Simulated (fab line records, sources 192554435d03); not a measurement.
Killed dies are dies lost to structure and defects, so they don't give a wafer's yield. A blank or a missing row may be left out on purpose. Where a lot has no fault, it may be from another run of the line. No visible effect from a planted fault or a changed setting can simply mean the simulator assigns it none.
fab line records -- flow n5Finfet
[record] lots = 7, wafers = 21
route steps=1938 shown GATE_CUT@480 MOL_CONTACT_COAG@559 BEOL_M0_SAQP@641 BEOL_M1@770
startH: hours from the record's first day to the start of the lot's first wafer shown -- waitH: how many hours have passed since the lot's step before this one -- " the same as in the row above -- L1.1+2: a single row standing in for several wafers -- - either no value or no given start -- * or withheld: withheld -- < > ~ a bound
route shown NAME@n: NAME is a module with steps in the file, n the number in the route of the first one -- usual: mean and standard deviation over wafers with no fault -- same: alike in all rows -- chamber/n: place in a boat -- sites: the reading at each site -- _std_site: how widely they spread, as a standard deviation -- _edge_site: outer sites' mean less inner sites' -- radiusMm: for every site, how far away it sits from the centre of the wafer -- mask NAME#n: copy n -- behind: tool/chamber where the wafer was last shaped -- hold: the reason the lot was held/the length of the hold in hours/how it ended -- device: whichever transistor did not switch (one of n, p or np) -- end of line: at the end of the route, the tests of the same wafers -- step lacking rows: just its recipe -- killed: the dies lost at the first sort to structure and to defects; this is not the yield of the wafer -- map: a wafer's dies, x killed, . not, _ none there
set.NAME: the setting that was run; set.NAME@STEP: the one run at that earlier step -- model.NAME: the simulator's own value behind a step, which no gauge read
lots run with intentionally changed settings; tables by step, rows by wafer
[[steps]]
[step N5_GATE_CUT_COAT_27]
[recipe] resist = underlayer, tempC = 205, timeS = 60, spinRpm = 1500, resistThkNm = 10
lot.wafer,tool,chamber,startH,waitH,set.spinRpm,model.underlayer_of_GATE_CUT_COAT_27.thkNm
L080.4+5+6,lithoTrack-04,0,-,-,1500,10
L082.1,lithoTrack-01,0,-,-,1444,10.2
L082.3+4,lithoTrack-01,0,-,-,1500,10
L083.1+3,lithoTrack-01,0,-,-,1646,9.6
L083.4,lithoTrack-01,0,-,-,1500,10
L085.1,lithoTrack-01,0,-,-,1620,9.6
L085.2+3,lithoTrack-01,0,-,-,1500,10
L087.3+6,lithoTrack-04,0,-,-,1500,10
L087.4,lithoTrack-04,0,-,-,1643,9.6
L092.1+4,lithoTrack-05,0,-,-,1577,9.8
L092.5,lithoTrack-05,0,-,-,1500,10
L093.1+4,lithoTrack-05,0,-,-,1500,10
L093.6,lithoTrack-05,0,-,-,1621,9.6
[step N5_GATE_CUT_COAT_07]
[recipe] resist = CAR-EUV, spinRpm = 1500, resistThkNm = 30
[step N5_GATE_CUT_EBR_09]
[recipe] solvent = PGMEA, ebrWidthMm = 1.5
[step N5_GATE_CUT_DESCUM_18]
[recipe] chemistry = O2, timeS = 7, sourcePowerW = 50, biasPowerW = 20, pressureMtorr = 20, rfFrequencyHz = 2.712e+07, tempC = 40, resist = CAR-EUV, o2FlowSccm = 225
[step N5_GATE_CUT_ETCH_28]
[recipe] chemistry = N2/H2, target = underlayer, targetDepthA = 130, maskMaterial = CAR-EUV, timeS = 10.4, ionEnergyEv = 200, pressureMtorr = 30, sourceW = 840, biasW = 150, n2FlowSccm = 200, h2FlowSccm = 200, ends = cleared
lot.wafer,tool,chamber,startH,waitH,set.spinRpm@GATE_CUT_COAT_27,model.etch.depthNm,model.CAR-EUV_of_GATE_CUT_COAT_07.thkNm
L080.4,rieDiel-03,3,126.42,0.0,1500,10.02,14.6
L080.5,rieDiel-03,2,126.42,0.0,1500,10,14.6
L080.6,rieDiel-03,1,126.42,0.0,1500,10.03,14.6
L082.1,rieDiel-03,3,129.93,0.0,1444,10.2,14.4
L082.3+4,rieDiel-03,2,129.93,0.0,1500,10.01,14.6
L083.1,rieDiel-03,3,137.45,0.0,1646,9.523,15
L083.3,rieDiel-03,0,137.45,0.0,1646,9.546,15
L083.4,rieDiel-03,2,137.45,0.0,1500,9.971,14.6
L085.1,rieDiel-03,3,147.81,0.0,1620,9.619,15
L085.2,rieDiel-03,0,147.81,0.0,1500,9.987,14.8
L085.3,rieDiel-03,2,147.81,0.0,1500,9.975,14.6
L087.3,rieDiel-05,0,166.58,0.0,1500,10.02,14.6
L087.4,rieDiel-05,3,166.58,0.0,1643,9.613,15.2
L087.6,rieDiel-05,0,166.58,0.0,1500,10.03,14.6
L092.1,rieDiel-03,3,191.08,0.0,1577,9.792,14.8
L092.4,rieDiel-03,1,191.08,0.0,1577,9.781,15
L092.5,rieDiel-03,3,191.08,0.0,1500,10.01,14.6
L093.1,rieDiel-05,2,199.28,0.0,1500,9.996,14.6
L093.4,rieDiel-05,1,199.28,0.0,1500,10.02,14.6
L093.6,rieDiel-05,1,199.28,0.0,1621,9.642,15
[step N5_GATE_CUT_ETCH_36]
[recipe] chemistry = CF4, target = SiARC, targetDepthA = 130, maskMaterial = CAR-EUV, timeS = 21.7, ionEnergyEv = 80, pressureMtorr = 40, sourceW = 545, biasW = 36, Ar_flow_sccm = 100, cf4FlowSccm = 100, ends = cleared
lot.wafer,tool,chamber,startH,waitH,set.cf4FlowSccm,set.spinRpm@GATE_CUT_COAT_27,model.CAR-EUV_of_GATE_CUT_COAT_07.thkNm
L080.4+6,rieDiel-03,"3,1",126.45,0.0,100,1500,6.8
L080.5,rieDiel-03,2,126.45,0.0,100,1500,7
L082.1,rieDiel-03,3,129.95,0.0,100,1444,6.8
L082.3+4,rieDiel-03,2,129.95,0.0,100,1500,7
L083.1,rieDiel-03,3,137.47,0.0,100,1646,7.4
L083.3,rieDiel-03,0,137.47,0.0,89.58,1646,7.4
L083.4,rieDiel-03,2,137.47,0.0,100,1500,7
L085.1,rieDiel-03,3,147.83,0.0,121.1,1620,7.4
L085.2,rieDiel-03,0,147.83,0.0,100,1500,7.2
L085.3,rieDiel-03,2,147.83,0.0,100,1500,7
L087.3,rieDiel-05,0,166.60,0.0,100,1500,7
L087.4,rieDiel-05,3,166.60,0.0,100,1643,7.4
L087.6,rieDiel-05,0,166.60,0.0,100,1500,6.8
L092.1,rieDiel-03,3,191.10,0.0,113.8,1577,7.2
L092.4,rieDiel-03,1,191.10,0.0,100,1577,7.4
L092.5,rieDiel-03,3,191.10,0.0,100,1500,7
L093.1,rieDiel-05,2,199.30,0.0,109.9,1500,7
L093.4,rieDiel-05,1,199.30,0.0,100,1500,7
L093.6,rieDiel-05,1,199.30,0.0,100,1621,7.4
[step N5_GATE_CUT_ALD_22]
[recipe] material = SiNx, targetThkA = 160, tempC = 400, aldPrecursorFamily = SiH2I2, aldCoReactant = N2/H2-plasma, pulseTimeS = 1, aldCycles = 320, purgeTimeS = 2, coReactantPurgeTimeS = 2, pressureTorr = 2
lot.wafer,tool,chamber,startH,waitH,set.aldCycles,model.SiNx_of_GATE_CUT_ALD_22.thkNm
L080.4+5+6,aldSin-04,"1,2,3",128.15,1.0,320,16
L082.1+3+4,aldSin-03,"3,0,1",131.00,0.0,320,16
L083.1,aldSin-04,1,138.25,0.0,320,16.2
L083.3+4,aldSin-04,"3,2",138.25,0.0,320,16
L085.1,aldSin-01,0,148.62,0.0,320,15.8
L085.2+3,aldSin-01,"2,1",148.62,0.0,320,16
L087.3,aldSin-01,0,167.96,0.6,320,15.8
L087.4+6,aldSin-01,"1,3",167.96,0.6,320,16
L092.1,aldSin-04,0,191.92,0.0,320,15.8
L092.4,aldSin-04,2,191.92,0.0,320,16
L092.5,aldSin-04,2,191.92,0.0,363,18
L093.1+6,aldSin-03,"2,0",200.44,0.0,283,14.2
L093.4,aldSin-03,0,200.44,0.0,320,16
[step N5_MOL_CONTACT_COAG_ALD_27]
[recipe] material = SiOC, targetThkA = 170, tempC = 400, aldPrecursorFamily = carbosiloxane, aldCoReactant = H2-plasma, pulseTimeS = 1.5, timeS = 2720, purgeTimeS = 2, coReactantPurgeTimeS = 2, aldCycles = 340, pressureTorr = 2
lot.wafer,tool,chamber,startH,waitH,set.aldCycles,model.SiOC_of_MOL_CONTACT_COAG_ALD_27.thkNm
L080.4+5+6,aldSin-01,"1,2,1",138.36,0.0,340,17
L082.1+4,aldSin-03,"0,3",141.00,0.0,340,17
L082.3,aldSin-03,1,141.00,0.0,318,16
L083.1+4,aldSin-03,"1,0",147.08,0.0,340,17
L083.3,aldSin-03,0,147.08,0.0,374,18.6
L085.1,aldSin-03,3,158.32,0.0,340,17
L085.2,aldSin-03,1,158.32,0.0,340,16.8
L085.3,aldSin-03,2,158.32,0.0,388,19.4
L087.3+6,aldSin-02,"1,2",177.54,0.0,340,17
L087.4,aldSin-02,0,177.54,0.0,366,18.2
L092.1,aldSin-01,2,200.81,0.1,368,18.4
L092.4+5,aldSin-01,"1,2",200.81,0.1,340,17
L093.1,aldSin-01,1,212.42,0.0,340,17.2
L093.4+6,aldSin-01,"2,1",212.42,0.0,361,18.2
[step N5_MOL_CONTACT_COAG_COAT_76]
[recipe] resist = SiARC, tempC = 220, timeS = 60, spinRpm = 1500, resistThkNm = 10
lot.wafer,tool,chamber,startH,waitH,set.spinRpm,model.SiARC_of_MOL_CONTACT_COAG_COAT_76.thkNm
L080.4+5+6,lithoTrack-02,0,-,-,1500,10
L082.1+3+4,lithoTrack-05,0,-,-,1500,10
L083.1+3+4,lithoTrack-02,0,-,-,1579,9.8
L085.1,lithoTrack-03,0,-,-,1417,10.4
L085.2+3,lithoTrack-03,0,-,-,1500,10
L087.3,lithoTrack-02,0,-,-,1500,10
L087.4+6,lithoTrack-02,0,-,-,1635,9.6
L092.1,lithoTrack-03,0,-,-,1591,9.8
L092.4+5,lithoTrack-03,0,-,-,1500,10
L093.1+4+6,lithoTrack-03,0,-,-,1500,10
[step N5_MOL_CONTACT_COAG_COAT_77]
[recipe] resist = underlayer, tempC = 205, timeS = 60, spinRpm = 1500, resistThkNm = 10
[step N5_MOL_CONTACT_COAG_COAT_78]
[recipe] resist = CAR-EUV, spinRpm = 1500, resistThkNm = 40
[step N5_MOL_CONTACT_COAG_DESCUM_88]
[recipe] chemistry = O2, timeS = 7, sourcePowerW = 50, biasPowerW = 20, pressureMtorr = 20, rfFrequencyHz = 2.712e+07, tempC = 40, resist = CAR-EUV, o2FlowSccm = 225
[step N5_MOL_CONTACT_COAG_ETCH_89]
[recipe] chemistry = N2/H2, target = underlayer, targetDepthA = 130, maskMaterial = CAR-EUV, timeS = 10.4, ionEnergyEv = 200, pressureMtorr = 30, sourceW = 840, biasW = 150, n2FlowSccm = 200, h2FlowSccm = 200, ends = cleared
[step N5_MOL_CONTACT_COAG_ETCH_90]
[recipe] chemistry = CF4, target = SiARC, targetDepthA = 130, maskMaterial = CAR-EUV, timeS = 21.7, ionEnergyEv = 80, pressureMtorr = 40, sourceW = 545, biasW = 36, Ar_flow_sccm = 100, cf4FlowSccm = 100, ends = cleared
lot.wafer,tool,chamber,startH,waitH,set.spinRpm@MOL_CONTACT_COAG_COAT_76,model.etch.depthNm
L080.4,rieDiel-02,2,141.31,0.0,1500,9.965
L080.5,rieDiel-02,3,141.31,0.0,1500,9.982
L080.6,rieDiel-02,0,141.31,0.0,1500,9.989
L082.1,rieDiel-02,2,144.18,0.0,1500,9.96
L082.3,rieDiel-02,3,144.18,0.0,1500,9.985
L082.4,rieDiel-02,3,144.18,0.0,1500,10
L083.1,rieDiel-01,3,151.76,0.0,1579,9.741
L083.3,rieDiel-01,0,151.76,0.0,1579,9.704
L083.4,rieDiel-01,1,151.76,0.0,1579,9.731
L085.1,rieDiel-04,1,162.29,0.0,1417,10.35
L085.2,rieDiel-04,2,162.29,0.0,1500,10.02
L085.3,rieDiel-04,0,162.29,0.0,1500,10.06
L087.3,rieDiel-04,2,181.28,0.0,1500,9.995
L087.4,rieDiel-04,1,181.28,0.0,1635,9.6
L087.6,rieDiel-04,2,181.28,0.0,1635,9.611
L092.1,rieDiel-01,3,204.60,0.0,1591,9.732
L092.4,rieDiel-01,2,204.60,0.0,1500,10.05
L092.5,rieDiel-01,1,204.60,0.0,1500,10.06
L093.1,rieDiel-02,2,215.46,0.0,1500,9.958
L093.4,rieDiel-02,1,215.46,0.0,1500,9.942
L093.6,rieDiel-02,2,215.46,0.0,1500,9.961
[step N5_BEOL_M0_SAQP_COAT_81]
[recipe] resist = SOC, tempC = 250, timeS = 60, spinRpm = 1500, resistThkNm = 100
lot.wafer,tool,chamber,startH,waitH,set.spinRpm,model.SOC_of_BEOL_M0_SAQP_COAT_81.thkNm
L080.4+5+6,lithoTrack-03,0,149.64,0.1,1500,100.2
L082.1,lithoTrack-01,0,155.35,0.1,1448,101.4
L082.3,lithoTrack-01,0,155.35,0.1,1448,101.6
L082.4,lithoTrack-01,0,155.35,0.1,1500,100
L083.1,lithoTrack-04,0,159.70,0.1,1391,104
L083.3,lithoTrack-04,0,159.70,0.1,1500,100.6
L083.4,lithoTrack-04,0,159.70,0.1,1500,100
L085.1,lithoTrack-01,0,171.86,0.1,1500,100.2
L085.2,lithoTrack-01,0,171.86,0.1,1500,100.8
L085.3,lithoTrack-01,0,171.86,0.1,1500,100.4
L087.3,lithoTrack-01,0,191.99,0.1,1500,100.6
L087.4+6,lithoTrack-01,0,191.99,0.1,1500,100.2
L092.1+5,lithoTrack-01,0,212.38,0.1,1500,100
L092.4,lithoTrack-01,0,212.38,0.1,1545,98.6
L093.1,lithoTrack-01,0,222.88,0.1,1500,100.2
L093.4,lithoTrack-01,0,222.88,0.1,1596,96.8
L093.6,lithoTrack-01,0,222.88,0.1,1500,100.4
[step N5_BEOL_M0_SAQP_DEVELOP_13]
[recipe] developTimeS = 30, developer = TMAH, resist = CAR-ArF, devTempC = 23, rinseLiquid = diw, dry = airSpin
lot.wafer,tool,chamber,startH,waitH,set.developTimeS
L080.4+5+6,lithoTrack-01,0,-,-,30
L082.1+3+4,lithoTrack-03,0,-,-,30
L083.1+3,lithoTrack-04,0,-,-,34.46
L083.4,lithoTrack-04,0,-,-,30
L085.1+3,lithoTrack-04,0,-,-,30
L085.2,lithoTrack-04,0,-,-,33.22
L087.3+4+6,lithoTrack-03,0,-,-,30
L092.1+4+5,lithoTrack-03,0,-,-,30
L093.1,lithoTrack-03,0,-,-,30
L093.4+6,lithoTrack-03,0,-,-,27.01
[step N5_BEOL_M0_SAQP_DESCUM_19]
[recipe] chemistry = O2, timeS = 7.9, sourcePowerW = 50, biasPowerW = 20, pressureMtorr = 20, rfFrequencyHz = 2.712e+07, tempC = 40, resist = CAR-ArF, o2FlowSccm = 225
[step N5_BEOL_M0_SAQP_ETCH_83]
[recipe] chemistry = CF4, target = SiARC, targetDepthA = 390, maskMaterial = CAR-ArF, timeS = 65, ionEnergyEv = 80, pressureMtorr = 40, sourceW = 545, biasW = 36, Ar_flow_sccm = 100, cf4FlowSccm = 100, ends = cleared
[step N5_BEOL_M0_SAQP_ETCH_84]
[recipe] chemistry = N2/H2, target = SOC, targetDepthA = 1000, overetchA = 200, maskMaterial = SiARC, tempC = 40, timeS = 150, ionEnergyEv = 200, pressureMtorr = 30, sourceW = 840, biasW = 150, n2FlowSccm = 200, h2FlowSccm = 200
lot.wafer,tool,chamber,startH,waitH,set.spinRpm@BEOL_M0_SAQP_COAT_81,model.etch.depthNm
L080.4+6,rieDiel-06,"2,0",150.23,0.0,1500,100.1
L080.5,rieDiel-06,3,150.23,0.0,1500,100.2
L082.1,rieDiel-05,3,156.20,0.0,1448,101.3
L082.3,rieDiel-05,2,156.20,0.0,1448,101.7
L082.4,rieDiel-05,1,156.20,0.0,1500,99.97
L083.1,rieDiel-05,3,160.35,0.0,1391,104
L083.3,rieDiel-05,1,160.35,0.0,1500,100.6
L083.4,rieDiel-05,2,160.35,0.0,1500,100.1
L085.1,rieDiel-03,1,172.38,0.0,1500,100.2
L085.2,rieDiel-03,0,172.38,0.0,1500,100.8
L085.3,rieDiel-03,3,172.38,0.0,1500,100.4
L087.3,rieDiel-05,3,192.41,0.0,1500,100.5
L087.4,rieDiel-05,1,192.41,0.0,1500,100.2
L087.6,rieDiel-05,1,192.41,0.0,1500,100.3
L092.1+5,rieDiel-06,"0,1",212.92,0.0,1500,100
L092.4,rieDiel-06,1,212.92,0.0,1545,98.67
L093.1,rieDiel-06,1,223.42,0.0,1500,100.2
L093.4,rieDiel-06,3,223.42,0.0,1596,96.7
L093.6,rieDiel-06,2,223.42,0.0,1500,100.4
[step N5_BEOL_M0_SAQP_STRIP_80]
[recipe] chemistry = N2/H2, tempC = 40, n2FlowSccm = 200, h2FlowSccm = 200, rfFrequencyHz = 6e+07
[step N5_BEOL_M0_SAQP_HM_OPEN_112]
[recipe] chemistry = CHF3/O2, target = SiO2, stopOn = a-Si, targetDepthA = 120, overEtchFrac = 1.25, maskMaterial = SOC, timeS = 13.5, pressureMtorr = 30, sourceW = 650, biasW = 170, Ar_flow_sccm = 200, CHF3_flow_sccm = 50, O2_flow_sccm = 5, ionEnergyEv = 200, ends = endPoint
[step N5_BEOL_M0_SAQP_STRIP_113]
[recipe] chemistry = CHF3/O2, resist = SiARC, rfFrequencyHz = 6e+07
[step N5_BEOL_M0_SAQP_MANDREL_ETCH_20]
[recipe] targetDepthA = 600, chemistry = HBr/Cl2, target = a-Si, stopOn = SiNx, btTimeS = 10, maskMaterial = SOC, overEtchFrac = 0.5, timeS = 30, pressureMtorr = 10, icpW = 800, biasW = 75, HBr_flow_sccm = 150, Cl2_flow_sccm = 80, ends = endPoint
lot.wafer,tool,chamber,startH,waitH,set.spinRpm@BEOL_M0_SAQP_COAT_81,model.SOC_of_BEOL_M0_SAQP_COAT_81.thkNm
L080.4,rieSi-04,2,150.37,0.0,1500,75.4
L080.5,rieSi-04,3,150.37,0.0,1500,76.4
L080.6,rieSi-04,0,150.37,0.0,1500,76
L082.1,rieSi-03,3,156.39,0.0,1448,76.8
L082.3,rieSi-03,2,156.39,0.0,1448,77.6
L082.4,rieSi-03,0,156.39,0.0,1500,76
L083.1,rieSi-05,2,160.54,0.0,1391,80
L083.3,rieSi-05,3,160.54,0.0,1500,76.4
L083.4,rieSi-05,1,160.54,0.0,1500,76
L085.1+3,rieSi-05,"2,3",172.58,0.0,1500,76
L085.2,rieSi-05,1,172.58,0.0,1500,76.2
L087.3,rieSi-04,0,192.60,0.0,1500,76.2
L087.4,rieSi-04,2,192.60,0.0,1500,75.6
L087.6,rieSi-04,3,192.60,0.0,1500,76.8
L092.1,rieSi-03,1,213.11,0.0,1500,75.6
L092.4,rieSi-03,0,213.11,0.0,1545,74.4
L092.5,rieSi-03,1,213.11,0.0,1500,75.4
L093.1+6,rieSi-03,"1,3",223.61,0.0,1500,76
L093.4,rieSi-03,0,223.61,0.0,1596,72.8
[step N5_BEOL_M1_ETCH_64]
[recipe] chemistry = N2/H2, target = SOC, targetDepthA = 750, overetchA = 150, maskMaterial = SiARC, tempC = 40, timeS = 112.5, ionEnergyEv = 200, pressureMtorr = 30, sourceW = 840, biasW = 150, n2FlowSccm = 200, h2FlowSccm = 200
[usual] rfVppV = 524.1/2
lot.wafer,tool,chamber,startH,waitH,set.sourceW,rfVppV
L080.4,rieDiel-05,0,161.88,0.0,840,523.6
L080.5,rieDiel-05,3,161.88,0.0,840,524.9
L080.6,rieDiel-05,2,161.88,0.0,840,524.0
L083.1,rieDiel-03,2,178.30,0.0,840,525.4
L083.3,rieDiel-03,3,178.30,0.0,768.2,540.3
L083.4,rieDiel-03,0,178.30,0.0,840,523.2
L082.1,rieDiel-05,1,184.31,0.0,840,523.0
L082.3,rieDiel-05,3,184.31,0.0,840,524.5
L082.4,rieDiel-05,0,184.31,0.0,840,523.3
L085.1,rieDiel-05,1,184.99,0.0,711.6,552.2
L085.2,rieDiel-05,3,184.99,0.0,711.6,555.5
L085.3,rieDiel-05,0,184.99,0.0,711.6,552.7
L087.3,rieDiel-05,1,207.78,0.0,840,523.1
L087.4,rieDiel-05,0,207.78,0.0,800.6,532.1
L087.6,rieDiel-05,3,207.78,0.0,840,523.1
L092.1,rieDiel-06,1,228.31,0.0,840,527.3
L092.4,rieDiel-06,0,228.31,0.0,840,523.5
L092.5,rieDiel-06,3,228.31,0.0,840,523.1
L093.1,rieDiel-06,2,238.54,0.0,840,521.8
L093.4,rieDiel-06,2,238.54,0.0,888.9,514.6
L093.6,rieDiel-06,1,238.54,0.0,840,530.4
[step N5_BEOL_M1_COAT_67]
[recipe] resist = SOC, tempC = 250, timeS = 60, spinRpm = 1500, resistThkNm = 60
lot.wafer,tool,chamber,startH,waitH,set.spinRpm,model.SOC_of_BEOL_M1_COAT_67.thkNm
L080.4+5+6,lithoTrack-03,0,162.28,0.0,1500,60
L083.1,lithoTrack-03,0,178.76,0.0,1500,60.2
L083.3,lithoTrack-03,0,178.76,0.0,1500,60
L083.4,lithoTrack-03,0,178.76,0.0,1427,61.8
L082.1,lithoTrack-02,0,184.70,0.0,1500,59.8
L082.3+4,lithoTrack-02,0,184.70,0.0,1500,60
L085.1,lithoTrack-02,0,185.37,0.0,1337,63.4
L085.2+3,lithoTrack-02,0,185.37,0.0,1500,60
L087.3+4+6,lithoTrack-02,0,208.16,0.0,1500,60.2
L092.1,lithoTrack-02,0,228.78,0.0,1392,62.2
L092.4,lithoTrack-02,0,228.78,0.0,1500,60
L092.5,lithoTrack-02,0,228.78,0.0,1392,61.8
L093.1,lithoTrack-03,0,238.98,0.0,1500,60
L093.4+6,lithoTrack-03,0,238.98,0.0,1500,60.2
[step N5_BEOL_M1_COAT_68]
[recipe] resist = SiARC, tempC = 220, timeS = 60, spinRpm = 1500, resistThkNm = 12
[step N5_BEOL_M1_COAT_76]
[recipe] resist = underlayer, tempC = 205, timeS = 60, spinRpm = 1500, resistThkNm = 5
[step N5_BEOL_M1_ALD_98]
[recipe] material = SiO2, targetThkA = 25, tempC = 100, aldPrecursorFamily = BDEAS, aldCoReactant = O2-plasma, pulseTimeS = 1, coReactantPulseTimeS = 1, purgeTimeS = 2, coReactantPurgeTimeS = 2, aldCycles = 17, pressureTorr = 2
[step N5_BEOL_M1_ETCHBACK_99]
[recipe] chemistry = CHF3, target = SiO2, targetDepthA = 50, timeS = 10.4, sourceW = 215, biasW = 47, Ar_flow_sccm = 200, CHF3_flow_sccm = 12, ionEnergyEv = 100, pressureMtorr = 30
[step N5_BEOL_M1_ETCH_70]
[recipe] chemistry = N2/H2, target = SOC, targetDepthA = 800, overetchA = 160, maskMaterial = SiARC, tempC = 40, timeS = 120, ionEnergyEv = 200, pressureMtorr = 30, sourceW = 840, biasW = 150, n2FlowSccm = 200, h2FlowSccm = 200
lot.wafer,tool,chamber,startH,waitH,set.spinRpm@BEOL_M1_COAT_67,model.etch.depthNm
L080.4,rieDiel-06,0,164.33,0.0,1500,59.96
L080.5,rieDiel-06,2,164.33,0.0,1500,59.97
L080.6,rieDiel-06,3,164.33,0.0,1500,60.08
L083.1,rieDiel-03,0,180.04,0.0,1500,60.18
L083.3,rieDiel-03,1,180.04,0.0,1500,60.08
L083.4,rieDiel-03,2,180.04,0.0,1427,61.85
L082.1,rieDiel-03,2,186.94,0.0,1500,59.86
L082.3,rieDiel-03,1,186.94,0.0,1500,59.96
L082.4,rieDiel-03,0,186.94,0.0,1500,59.93
L085.1,rieDiel-05,1,190.97,0.0,1337,63.45
L085.2,rieDiel-05,2,190.97,0.0,1500,60.03
L085.3,rieDiel-05,0,190.97,0.0,1500,60
L087.3,rieDiel-03,2,211.49,0.0,1500,60.14
L087.4,rieDiel-03,1,211.49,0.0,1500,60.1
L087.6,rieDiel-03,3,211.49,0.0,1500,60.12
L092.1,rieDiel-05,2,233.10,0.0,1392,62.27
L092.4,rieDiel-05,1,233.10,0.0,1500,60.04
L092.5,rieDiel-05,2,233.10,0.0,1392,61.86
L093.1,rieDiel-06,2,241.56,0.0,1500,60.07
L093.4,rieDiel-06,0,241.56,0.0,1500,60.15
L093.6,rieDiel-06,2,241.56,0.0,1500,60.1
[step N5_BEOL_M1_STRIP_71]
[recipe] chemistry = N2/H2, tempC = 40, n2FlowSccm = 200, h2FlowSccm = 200, rfFrequencyHz = 6e+07
[step N5_BEOL_M1_STRIP_78]
[recipe] chemistry = N2/H2, tempC = 40, n2FlowSccm = 200, h2FlowSccm = 200, rfFrequencyHz = 6e+07
[step N5_BEOL_M1_VIA_ETCH_34]
[recipe] chemistry = C4F6/O2, targetDepthA = 678, maskMaterial = SOC, pressureMtorr = 15, ionEnergyEv = 250, taperDeg = 4, timeS = 64.4, sourceW = 350, biasW = 170, Ar_flow_sccm = 300, C4F6_flow_sccm = 10, O2_flow_sccm = 10
lot.wafer,tool,chamber,startH,waitH,set.spinRpm@BEOL_M1_COAT_67,model.SOC_of_BEOL_M1_COAT_67.thkNm
L080.4,rieDiel-06,0,164.42,0.0,1500,52
L080.5,rieDiel-06,2,164.42,0.0,1500,51.8
L080.6,rieDiel-06,3,164.42,0.0,1500,52.2
L083.1,rieDiel-03,0,180.14,0.0,1500,52.2
L083.3,rieDiel-03,1,180.14,0.0,1500,52
L083.4,rieDiel-03,2,180.14,0.0,1427,54.2
L082.1,rieDiel-03,2,187.04,0.0,1500,52.2
L082.3+4,rieDiel-03,"1,0",187.04,0.0,1500,52
L085.1,rieDiel-05,1,191.07,0.0,1337,55.6
L085.2,rieDiel-05,2,191.07,0.0,1500,52
L085.3,rieDiel-05,0,191.07,0.0,1500,52.2
L087.3+6,rieDiel-03,"2,3",211.59,0.0,1500,52.4
L087.4,rieDiel-03,1,211.59,0.0,1500,52.2
L092.1,rieDiel-05,2,233.20,0.0,1392,54.2
L092.4,rieDiel-05,1,233.20,0.0,1500,52.2
L092.5,rieDiel-05,2,233.20,0.0,1392,53.8
L093.1+6,rieDiel-06,2,241.66,0.0,1500,52
L093.4,rieDiel-06,0,241.66,0.0,1500,52.2
[[key]]
[split] step = N5_GATE_CUT_COAT_27, setting = spinRpm, stated = 1500, by = wafer
[response] step = N5_GATE_CUT_COAT_27, reading = model.underlayer_of_GATE_CUT_COAT_27.thkNm, change = -0.0448, per = 1%, r = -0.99
[response] step = N5_GATE_CUT_ETCH_28, reading = model.etch.depthNm, change = -0.0448, per = 1%, r = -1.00
[response] step = N5_GATE_CUT_ETCH_28, reading = model.CAR-EUV_of_GATE_CUT_COAT_07.thkNm, change = +0.0494, per = 1%, r = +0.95
[response] step = N5_GATE_CUT_ETCH_36, reading = model.CAR-EUV_of_GATE_CUT_COAT_07.thkNm, change = +0.0467, per = 1%, r = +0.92
[split] step = N5_GATE_CUT_ETCH_36, setting = cf4FlowSccm, stated = 100, by = wafer
response none clear
[split] step = N5_GATE_CUT_ALD_22, setting = aldCycles, stated = 320, by = wafer
[response] step = N5_GATE_CUT_ALD_22, reading = model.SiNx_of_GATE_CUT_ALD_22.thkNm, change = +0.156, per = 1%, r = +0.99
[split] step = N5_MOL_CONTACT_COAG_ALD_27, setting = aldCycles, stated = 340, by = wafer
[response] step = N5_MOL_CONTACT_COAG_ALD_27, reading = model.SiOC_of_MOL_CONTACT_COAG_ALD_27.thkNm, change = +0.167, per = 1%, r = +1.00
[split] step = N5_MOL_CONTACT_COAG_COAT_76, setting = spinRpm, stated = 1500, by = wafer
[response] step = N5_MOL_CONTACT_COAG_COAT_76, reading = model.SiARC_of_MOL_CONTACT_COAG_COAT_76.thkNm, shape = bent, atLowest = 10.4, atStated = 10, atHighest = 9.6
[response] step = N5_MOL_CONTACT_COAG_ETCH_90, reading = model.etch.depthNm, change = -0.0485, per = 1%, r = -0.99
[split] step = N5_BEOL_M0_SAQP_COAT_81, setting = spinRpm, stated = 1500, by = wafer
[response] step = N5_BEOL_M0_SAQP_COAT_81, reading = model.SOC_of_BEOL_M0_SAQP_COAT_81.thkNm, change = -0.511, per = 1%, r = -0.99
[response] step = N5_BEOL_M0_SAQP_ETCH_84, reading = model.etch.depthNm, change = -0.512, per = 1%, r = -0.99
[response] step = N5_BEOL_M0_SAQP_MANDREL_ETCH_20, reading = model.SOC_of_BEOL_M0_SAQP_COAT_81.thkNm, change = -0.484, per = 1%, r = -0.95
[split] step = N5_BEOL_M0_SAQP_DEVELOP_13, setting = developTimeS, stated = 30, by = wafer
response none clear
[split] step = N5_BEOL_M1_ETCH_64, setting = sourceW, stated = 840, by = wafer
[response] step = N5_BEOL_M1_ETCH_64, reading = rfVppV, change = -1.9, per = 1%, r = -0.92
[split] step = N5_BEOL_M1_COAT_67, setting = spinRpm, stated = 1500, by = wafer
[response] step = N5_BEOL_M1_COAT_67, reading = model.SOC_of_BEOL_M1_COAT_67.thkNm, change = -0.308, per = 1%, r = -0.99
[response] step = N5_BEOL_M1_ETCH_70, reading = model.etch.depthNm, change = -0.311, per = 1%, r = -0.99
[response] step = N5_BEOL_M1_VIA_ETCH_34, reading = model.SOC_of_BEOL_M1_COAT_67.thkNm, change = -0.316, per = 1%, r = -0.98
